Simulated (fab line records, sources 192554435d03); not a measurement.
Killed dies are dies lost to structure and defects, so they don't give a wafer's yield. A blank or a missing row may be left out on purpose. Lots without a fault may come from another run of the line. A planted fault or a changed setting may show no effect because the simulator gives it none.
Chamber matching | flow n5_finfet | N5_BEOL_M5_ETCH_68 on rie_diel-02: 4 sister chambers
The step etches SOC in N2/H2, target depth 80 nm, overetch 16 nm, time 120 s. 18 wafers are shown with their chamber, then 9 later ones without.

WAFERS WITH THEIR CHAMBER
wafer  | chamber | showerhead_plenum_p_Torr (Torr) | throttle_valve_pct (%) | drypump_motor_current_A (A)
L077.2 | 1       | 2.45                            | 18.19                  | 6.0
L077.5 | 0       | 2.51                            | 18.00                  | 5.8
L077.6 | 3       | 2.51                            | 17.76                  | 5.8
L078.1 | 3       | 2.51                            | 17.76                  | 5.8
L078.2 | 1       | 2.46                            | 18.18                  | 6.0
L078.4 | 0       | 2.51                            | 18.02                  | 5.8
L081.2 | 3       | 2.51                            | 17.74                  | 5.9
L081.4 | 2       | 2.63                            | 17.93                  | 6.3
L081.5 | 0       | 2.51                            | 18.03                  | 5.8
L080.2 | 1       | 2.45                            | 18.21                  | 6.0
L080.3 | 0       | 2.51                            | 18.01                  | 5.8
L080.4 | 3       | 2.51                            | 17.76                  | 5.9
L086.2 | 3       | 2.50                            | 17.77                  | 5.8
L086.4 | 2       | 2.63                            | 17.96                  | 6.3
L086.6 | 1       | 2.45                            | 18.21                  | 6.0
L087.1 | 0       | 2.50                            | 18.06                  | 5.8
L087.3 | 2       | 2.63                            | 17.97                  | 6.2
L087.5 | 0       | 2.50                            | 18.05                  | 5.8

SIGNATURES (means of the wafers above)
reading                  | chamber 0 | chamber 1 | chamber 2 | chamber 3 | scatter within a chamber
showerhead_plenum_p_Torr | 2.5067    | 2.4525    | 2.6300    | 2.5080    | 0.00454
throttle_valve_pct       | 18.0283   | 18.1975   | 17.9533   | 17.7580   | 0.0183
drypump_motor_current_A  | 5.800     | 6.000     | 6.267     | 5.840     | 0.0365
Rule: a wafer's distance from a chamber is the root of the sum, over the readings, of the square of ((its reading less the chamber's mean) divided by the reading's scatter). The wafer belongs to the nearest chamber; if the next one is less than 2 further off, it can't be placed. The scatter: the root of (the sum of the squares of (reading less its chamber's mean) over the shown wafers, divided by (wafers less chambers)).

WAFERS WITHOUT THEIR CHAMBER
wafer  | showerhead_plenum_p_Torr (Torr) | throttle_valve_pct (%) | drypump_motor_current_A (A)
L091.3 | 2.50                            | 18.05                  | 5.8
L091.4 | 2.50                            | 18.07                  | 5.8
L091.6 | 2.45                            | 18.23                  | 6.0
L093.4 | 2.44                            | 18.23                  | 6.0
L093.5 | 2.50                            | 18.06                  | 5.8
L093.6 | 2.63                            | 17.98                  | 6.2
L097.1 | 2.50                            | 18.06                  | 5.8
L097.3 | 2.44                            | 18.26                  | 6.0
L097.5 | 2.62                            | 18.01                  | 6.3

WHICH CHAMBER EACH WENT THROUGH
wafer  | from the rows above | in truth
L091.3 | 0                   | 0
L091.4 | 0                   | 0
L091.6 | 1                   | 1
L093.4 | 1                   | 1
L093.5 | 0                   | 0
L093.6 | 2                   | 2
L097.1 | 0                   | 0
L097.3 | 1                   | 1
L097.5 | 2                   | 2
Placed correctly: 9 of 9. Can't be placed from these rows: 0. Placed wrongly: 0.
